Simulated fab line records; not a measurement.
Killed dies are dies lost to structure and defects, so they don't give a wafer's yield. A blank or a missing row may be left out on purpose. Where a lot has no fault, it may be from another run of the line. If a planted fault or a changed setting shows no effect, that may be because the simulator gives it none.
Comparing a struck lot with a sound one	flow n5-finfet	24 out of 1938 route steps
Sound: the wafers L922.1, L922.3. Wafers L926.1, L926.4, L926.5 were the ones struck. At the end, the cause is stated.
Order at every step that has rows: each side's tool, ch and its chambers, its first start. Under that, the readings that differ: sound wafers	struck wafers	difference of the means	sigmas: that difference in standard deviations of wafers without a fault.
alike: a reading whose means differ by less than 2 such deviations, as well as words and numbers matching on both sides. not compared: withheld readings; readings where some wafer has no value; bounds like >300 that might hide an equal value; numbers whose values overlap and for which the record gives no deviation.
Wherever a step has rows on one side only, a row that says differs or no value, or a row with sigmas, the two part there. Numbers that have no deviation but don't overlap get no sigmas and don't part them. Lack of a reading on every wafer of one side parts them only where that side has two or more wafers.

N5_BEOL_M8_THK_MEAS_53: measures by xrf.
  sound on film-metro-01 at day 12 13:03; struck on film-metro-01 at day 14 01:37
  alike: M8_THK
then, 2 steps without rows for these wafers: N5_BEOL_M8_PRE_CLEAN_55 (time 15 s); N5_BEOL_M8_DEP_56 (deposits SiCN from 3MS/NH3, target thk 10 nm, time 17.5 s).
N5_BEOL_M8_RS_MEAS_57: uses a four-point probe to measure.
  sound on film-metro-01 at day 12 13:11; struck on film-metro-01 at day 14 01:44
  alike: M8_RS
N5_BEOL_M8_INSPECT_58: inspects for defects (darkfield).
  sound on defect-inspect-02 at day 12 13:13; struck on defect-inspect-01 at day 14 01:46
reading	sound	struck	difference	sigmas
raw-defect-count	40 27	176 95 84	+85	+3
then, 1 step without rows for these wafers: N5_BEOL_M9_ILD_DEP_00 (deposits SiCOH lowk from DEMS/porogen, target thk 308.51 nm, time 58 s).
N5_BEOL_M9_CURE_71: cures SiCOH lowk, time 240 s.
  sound on uv-cure-03 ch 2, day 12 13:20; struck on uv-cure-01 ch 2, day 14 01:53
  alike: lamp-power-pct, wafer_temp_C_max
N5_BEOL_M9_THK_MEAS_01:
  sound on film-metro-02 at day 12 13:50; struck on film-metro-01 at day 14 02:52
reading	sound	struck	difference	sigmas
M9_ILD_THK (nm)	262 263	271 270 275	+10	+2
N5_BEOL_M9_PECVD_70: deposits SiO2 from TEOS/O2, target thk 20 nm, time 22.7 s.
  sound on pecvd-03 ch 0,1, day 12 13:53; struck on pecvd-03 ch 0,2, day 14 02:55
  alike: heater-power-w, rf-fwd-power-W, showerhead-plenum-p-Torr, throttle-valve-pct
N5_BEOL_M9_HM_DEP_02: deposits TiN, target thk 20 nm.
  sound on pvd-sputter-01 at day 12 14:42; struck on pvd-sputter-02 at day 14 04:28
  alike: throttle-valve-pct
then, 2 steps without rows for these wafers: N5_BEOL_M9_COAT_59 (time 60 s, resist thk 100 nm); N5_BEOL_M9_COAT_60 (time 60 s, resist thk 30 nm).
N5_BEOL_M9_COAT_05: resist thk 90 nm.
  sound on litho-track-04 ch 0, day 12 14:50; struck on litho-track-04 ch 0, day 14 04:35
reading	sound	struck	difference	sigmas
spin-speed-rpm (rpm)	1501.2 1500.0	1755.2 1753.9 1753.0	+253.4	+99 or more
model.CAR-ArF_of_BEOL_M9_COAT_05.thk-nm (nm)	90 90.4	83 83 83	-7	
  alike: dispense-pressure-kPa
then, 5 steps without rows for these wafers: N5_BEOL_M9_EBR_07; N5_BEOL_M9_SOFTBAKE_06 (time 60 s); N5_BEOL_M9_EXPOSE_08 (exposes mask M9); N5_BEOL_M9_PEB_09 (peb time 60 s); N5_BEOL_M9_DEVELOP_10 (develop time 30 s).
N5_BEOL_M9_CD_MEAS_11: target cd 64.1 nm.
  sound on cd-sem-01 ch 0, day 12 15:12; struck on cd-sem-02 ch 0, day 14 04:58
reading	sound	struck	difference	sigmas
cd-nm (nm)	62.6 62.8	64.1 64.7 64.3	+1.7	+3
N5_BEOL_M9_OVL_MEAS_12:
  sound on overlay-02 ch 0, day 12 15:14; struck on overlay-01 ch 0, day 14 04:59
  alike: M9_OVL
N5_BEOL_M9_INSPECT_13: inspects for defects (brightfield).
  sound on defect-inspect-02 at day 12 15:15; struck on defect-inspect-02 at day 14 05:01
  alike: raw-defect-count
N5_BEOL_M9_DESCUM_16: chemistry O2, time 7.9 s.
  sound on rie-diel-01 ch 2,3, day 12 15:38; struck on rie-diel-02 ch 0,3, day 14 05:03
  alike: bias-power-w, drypump-motor-current-A, oes-product-au, rf-fwd-power-W, rf-vpp-V, showerhead-plenum-p-Torr, throttle-valve-pct
  not compared: rf-hours-counter-h
N5_BEOL_M9_ETCH_61: etches SiARC in CF4, target depth 39 nm, time 65 s.
  sound on rie-diel-01 ch 2,3, day 12 15:40; struck on rie-diel-02 ch 0,3, day 14 05:05
reading	sound	struck	difference	sigmas
throttle-valve-pct (%)	15.85 15.84	15.31 15.56 15.32	-0.45	-2
model.CAR-ArF_of_BEOL_M9_COAT_05.thk-nm (nm)	55.4 55.8	48.6 48.8 48.4	-7.0	
  alike: drypump-motor-current-A, etch-rf-on-time-s, mfc-ar-sccm, oes-product-au, rf-fwd-power-W, rf-vpp-V, showerhead-plenum-p-Torr
  not compared: rf-hours-counter-h
N5_BEOL_M9_ETCH_62: etches SOC in N2/H2, target depth 110 nm, overetch 22 nm, time 165 s.
  sound on rie-diel-01 ch 2,3, day 12 15:43; struck on rie-diel-02 ch 0,3, day 14 05:08
reading	sound	struck	difference	sigmas
throttle-valve-pct (%)	18.03 18.04	17.38 17.78 17.38	-0.52	-2
  alike: drypump-motor-current-A, h2-flow-sccm, oes-product-au, rf-fwd-power-W, rf-vpp-V, showerhead-plenum-p-Torr
  not compared: rf-hours-counter-h

## WHERE THEY PART
Earliest at N5_BEOL_M8_INSPECT_58; latest, in this record, at N5_BEOL_M9_ETCH_62.

WHY: what had been put in by the simulator
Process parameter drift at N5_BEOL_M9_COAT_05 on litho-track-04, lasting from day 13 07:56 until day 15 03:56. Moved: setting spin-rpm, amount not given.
